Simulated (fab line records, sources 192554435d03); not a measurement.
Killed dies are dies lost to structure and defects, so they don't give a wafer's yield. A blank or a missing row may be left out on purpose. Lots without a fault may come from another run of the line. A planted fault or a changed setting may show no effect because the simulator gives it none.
Which tool did it? | flow n5_finfet | 9 lots, 27 wafers sampled, at 9 steps of a route of 1938

WHAT THE GAUGES READ, wafer by wafer
N5_STI_FIN_REVEAL_CD_MEAS_22: target cd 6.238 nm, pitch 28 nm. Usual: cd_nm 6.4 nm, standard deviation 0.31.
lot  | measured    | on        | cd_nm (nm)  | flag
L524 | day 3 01:11 | cd_sem-02 | 5.9 6.6 6.5 |
L525 | day 3 09:59 | cd_sem-03 | 6.9 6.3 6.8 |
L526 | day 3 17:37 | cd_sem-02 | 6.4 6.2 6.0 |
L527 | day 3 21:44 | cd_sem-02 | 6.6 6.3 6.4 |
L529 | day 4 14:17 | cd_sem-02 | 6.6 5.9 6.3 |
L531 | day 4 18:51 | cd_sem-02 | 6.5 6.1 6.6 |
L537 | day 6 06:14 | cd_sem-02 | 5.6 6.8 6.8 |
L540 | day 7 00:31 | cd_sem-03 | 6.3 6.3 6.3 |
L542 | day 7 17:33 | cd_sem-02 | 6.5 6.1 6.0 |

N5_STI_FIN_REVEAL_INSPECT_13: inspects for defects (darkfield). Usual: raw_defect_count 12, standard deviation 5.1.
lot  | measured    | on                | raw_defect_count | flag
L524 | day 3 01:19 | defect_inspect-01 | 22 9 16          |
L525 | day 3 10:32 | defect_inspect-02 | 19 22 22         |
L526 | day 3 17:44 | defect_inspect-02 | 12 8 8           |
L527 | day 3 21:52 | defect_inspect-02 | 14 13 17         |
L529 | day 4 14:26 | defect_inspect-01 | 9 12 9           |
L531 | day 4 18:58 | defect_inspect-01 | 15 8 8           |
L537 | day 6 06:22 | defect_inspect-02 | 13 15 11         |
L540 | day 7 00:38 | defect_inspect-02 | 20 15 11         |
L542 | day 7 17:42 | defect_inspect-01 | 2 11 18          |

N5_DUMMY_GATE_INSPECT_27: inspects for defects (brightfield). Usual: raw_defect_count 301, standard deviation 77.
lot  | measured    | on                | raw_defect_count | flag
L524 | day 3 12:46 | defect_inspect-01 | 246 196 209      |
L525 | day 3 20:25 | defect_inspect-01 | 240 211 211      |
L526 | day 4 03:58 | defect_inspect-02 | 408 562 381      |
L527 | day 4 10:44 | defect_inspect-02 | 901 220 236      |
L529 | day 5 04:14 | defect_inspect-02 | 287 246 154      |
L531 | day 5 07:58 | defect_inspect-01 | 224 285 248      |
L537 | day 6 16:14 | defect_inspect-01 | 257 405 227      |
L540 | day 7 12:15 | defect_inspect-02 | 363 356 308      |
L542 | day 8 04:05 | defect_inspect-02 | 311 345 335      |

N5_SPACER0_INSPECT_04: inspects for defects (darkfield). Usual: raw_defect_count 131, standard deviation 31.
lot  | measured    | on                | raw_defect_count | flag
L524 | day 3 13:22 | defect_inspect-02 | 142 139 114      |
L525 | day 3 21:56 | defect_inspect-01 | 113 115 87       |
L526 | day 4 05:38 | defect_inspect-02 | 155 202 156      |
L527 | day 4 11:20 | defect_inspect-02 | 767 100 107      | OFF
L529 | day 5 04:50 | defect_inspect-02 | 108 97 78        |
L531 | day 5 08:35 | defect_inspect-01 | 102 118 100      |
L537 | day 6 17:11 | defect_inspect-01 | 119 199 87       |
L540 | day 7 13:22 | defect_inspect-01 | 141 128 115      |
L542 | day 8 04:41 | defect_inspect-01 | 119 134 142      |

N5_SD_EPI_N_INSPECT_11: inspects for defects (macro). Usual: raw_defect_count 2.1, standard deviation 1.4.
lot  | measured    | on                | raw_defect_count | flag
L524 | day 3 13:49 | defect_inspect-01 | 1 1 3            |
L525 | day 3 22:23 | defect_inspect-02 | 2 3 4            |
L526 | day 4 06:05 | defect_inspect-02 | 0 2 2            |
L527 | day 4 11:47 | defect_inspect-02 | >300 3 1         |
L529 | day 5 05:10 | defect_inspect-01 | 2 0 0            |
L531 | day 5 09:02 | defect_inspect-01 | 1 3 4            |
L537 | day 6 17:38 | defect_inspect-02 | 1 1 5            |
L540 | day 7 13:49 | defect_inspect-01 | 4 1 1            |
L542 | day 8 05:09 | defect_inspect-01 | 2 2 2            |

N5_SD_EPI_N_INSPECT_26: inspects for defects (darkfield). Usual: raw_defect_count 196, standard deviation 39.
lot  | measured    | on                | raw_defect_count | flag
L524 | day 3 18:09 | defect_inspect-01 | 197 186 175      |
L525 | day 4 02:26 | defect_inspect-01 | 257 224 188      |
L526 | day 4 10:10 | defect_inspect-02 | 214 277 217      |
L527 | day 4 16:14 | defect_inspect-01 | 785 139 131      | OFF
L529 | day 5 09:14 | defect_inspect-02 | 207 182 136      |
L531 | day 5 13:01 | defect_inspect-02 | 168 184 188      |
L537 | day 6 22:23 | defect_inspect-01 | 185 254 146      |
L540 | day 7 18:04 | defect_inspect-02 | 223 196 228      |
L542 | day 8 09:54 | defect_inspect-01 | 169 172 188      |

N5_BEOL_M4_RC_MEAS_101. Usual: DIBL_N 37.1 mV/V, standard deviation 2.6; DIBL_P 38 mV/V, standard deviation 3; IOFF_N 0.18 nA/um, standard deviation 0.052; IOFF_P 0.25 nA/um, standard deviation 0.06; ION_N 678 uA/um, standard deviation 15; ION_P 467 uA/um, standard deviation 8.6; SS_N 71.7 mV/dec, standard deviation 0.73; SS_P 73.7 mV/dec, standard deviation 0.89; VT_N 249 mV, standard deviation 4.3; VT_P -248 mV, standard deviation 3.8.
lot  | measured     | on        | DIBL_N (mV/V)  | DIBL_P (mV/V) | IOFF_N (nA/um) | IOFF_P (nA/um) | ION_N (uA/um) | ION_P (uA/um) | SS_N (mV/dec)  | SS_P (mV/dec)  | VT_N (mV)   | VT_P (mV)      | flag
L524 | day 11 05:18 | prober-02 | 36.0 36.3 36.3 | 34 36 35      | 0.14 0.17 0.15 | 0.20 0.24 0.24 | 676 692 691   | 465 472 474   | 71.2 71.6 71.2 | 72.9 73.4 72.7 | 248 244 249 | -250 -246 -248 |
L525 | day 11 17:44 | prober-01 | 37.3 36.6 36.6 | 39 36 38      | 0.21 0.16 0.18 | 0.29 0.23 0.29 | 708 683 682   | 478 467 476   | 71.3 72.1 70.9 | 74.5 73.8 74.0 | 242 248 243 | -242 -246 -243 |
L526 | day 12 18:28 | prober-02 | 40.6 38.6 39.5 | 39 38 37      | 0.20 0.19 0.19 | 0.30 0.30 0.26 | 661 674 692   | 466 477 475   | 73.0 71.6 71.4 | 74.1 74.0 73.9 | 248 247 248 | -244 -243 -247 |
L527 | day 12 09:07 | prober-02 | 34.7 33.9 34.8 | 34 33 35      | 0.13 0.12 0.13 | 0.22 0.19 0.23 | 659 661 674   | 464 461 475   | 71.6 71.3 71.1 | 73.4 72.3 72.6 | 251 253 255 | -247 -251 -246 |
L529 | day 12 01:53 | prober-02 | 37.1 38.0 34.7 | 39 41 37      | 0.18 0.21 0.14 | 0.24 0.29 0.21 | 674 686 667   | 463 476 463   | 72.0 71.8 70.5 | 74.2 74.3 73.3 | 250 249 252 | -248 -247 -247 |
L531 | day 12 19:27 | prober-01 | 39.6 37.3 39.5 | 41 38 40      | 0.20 0.16 0.21 | 0.31 0.21 0.27 | 679 690 693   | 463 469 471   | 72.1 71.5 72.2 | 75.1 73.7 73.5 | 250 252 245 | -246 -249 -247 |
L537 | day 14 05:19 | prober-01 | 34.6 38.4 40.5 | 36 38 41      | 0.12 0.18 0.23 | 0.22 0.24 0.32 | 669 671 693   | 471 469 476   | 71.3 71.9 72.6 | 73.4 73.8 74.8 | 256 250 246 | -249 -248 -243 |
L540 | day 15 15:47 | prober-01 | 32.3 36.0 32.8 | 34 38 34      | 0.11 0.17 0.12 | 0.17 0.25 0.18 | 661 662 671   | 452 461 469   | 70.5 72.2 70.6 | 71.0 74.0 71.9 | 253 247 254 | -252 -248 -252 |
L542 | day 15 15:13 | prober-02 | 38.0 33.1 35.1 | 38 34 35      | 0.18 0.10 0.13 | 0.25 0.17 0.18 | 675 655 666   | 464 458 455   | 72.1 70.9 71.4 | 73.6 73.0 73.5 | 250 258 253 | -248 -255 -253 |

WHICH TOOL RAN EACH LOT (tool, then ch and the chambers of the sampled wafers, then the start)
lot  | N5_DUMMY_GATE_ETCH_32           | N5_DUMMY_GATE_PRECLEAN_51
L524 | rie_si-03 ch 1,2, day 3 12:11   | wet_bench-04 ch 0,2,4, day 3 12:41
L525 | rie_si-06 ch 0,3, day 3 19:56   | wet_bench-03 ch 0,1,2, day 3 20:20
L526 | rie_si-05 ch 0,2,3, day 4 03:27 | wet_bench-04 ch 4,5,6, day 4 03:53
L527 | rie_si-03 ch 0,2,3, day 4 10:14 | wet_bench-04 ch 2,5,7, day 4 10:38
L529 | rie_si-06 ch 0,1,2, day 5 03:40 | wet_bench-01 ch 0,3,7, day 5 04:08
L531 | rie_si-03 ch 0,1,3, day 5 07:29 | wet_bench-01 ch 0,1,6, day 5 07:53
L537 | rie_si-03 ch 0,1, day 6 15:45   | wet_bench-03 ch 0,2,3, day 6 16:09
L540 | rie_si-05 ch 0,3, day 7 11:46   | wet_bench-03 ch 1,5,6, day 7 12:10
L542 | rie_si-03 ch 0,2,3, day 8 03:37 | wet_bench-01 ch 2,4,5, day 8 04:00
- N5_DUMMY_GATE_ETCH_32: etches SiO2 in CF4, target depth 3.5 nm, time 3.9 s.
- N5_DUMMY_GATE_PRECLEAN_51: cleans in SC2, time 45 s.

WHAT THE TOOLS THEMSELVES READ (means of the sampled wafers that have a number; where no wafer has one, the mark that the record gives instead)
N5_DUMMY_GATE_ETCH_32. Usual: drypump_motor_current_A 5.8 A, standard deviation 0.46; oes_product_au 1.015 a.u., standard deviation 0.026; throttle_valve_pct 21.71 %, standard deviation 0.24.
lot  | tool      | drypump_motor_current_A (A) | oes_product_au (a.u.) | throttle_valve_pct (%) | flag
L524 | rie_si-03 | 6.2                         | 1.019                 | 21.72                  |
L525 | rie_si-06 | 6.0                         | 1.037                 | 21.63                  |
L526 | rie_si-05 | 6.0                         | 1.027                 | 21.58                  |
L527 | rie_si-03 | 5.3                         | 1.010                 | 21.76                  |
L529 | rie_si-06 | 5.5                         | 1.027                 | 21.70                  |
L531 | rie_si-03 | 5.5                         | 1.023                 | 21.78                  |
L537 | rie_si-03 | 5.5                         | 1.019                 | 21.55                  |
L540 | rie_si-05 | 5.8                         | 1.010                 | 21.56                  |
L542 | rie_si-03 | 5.4                         | 1.012                 | 21.75                  |

THE ANSWER, worked out from the rows above alone
Rule: a lot is off if the mean of its wafers that have a number lies more than 3 standard deviations from the usual mean. A lot without any number at a reading at which 4 lots or more have one is off too. The other lots that the step has rows for count as sound. The gauges are gone through in route order, then the tools' own readings, and for those a lot's mean is taken as printed above. The first step at which some lot is off is used, and at that step the reading that is off furthest; a lot without a number counts as furthest.
Off: L527, at N5_SPACER0_INSPECT_04 (raw_defect_count).
A tool fits if, at a process step before that reading, it ran every lot that is off, and no sound lot after the first of them. The gauges at N5_SPACER0_INSPECT_04 aren't tried: what is off there is off at N5_SD_EPI_N_INSPECT_26 too, on other tools, and a gauge's error can't cause that. One fits: wet_bench-04 at N5_DUMMY_GATE_PRECLEAN_51. Its last sound lot is L526 (day 4 03:53), its first lot that is off L527 (day 4 10:38): a fault that began between those two fits.

WHAT THE SIMULATOR HAD PUT IN
Chamber particle source: wet_bench-04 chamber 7, from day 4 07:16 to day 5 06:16, at N5_DUMMY_GATE_PRECLEAN_51. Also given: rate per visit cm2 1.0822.
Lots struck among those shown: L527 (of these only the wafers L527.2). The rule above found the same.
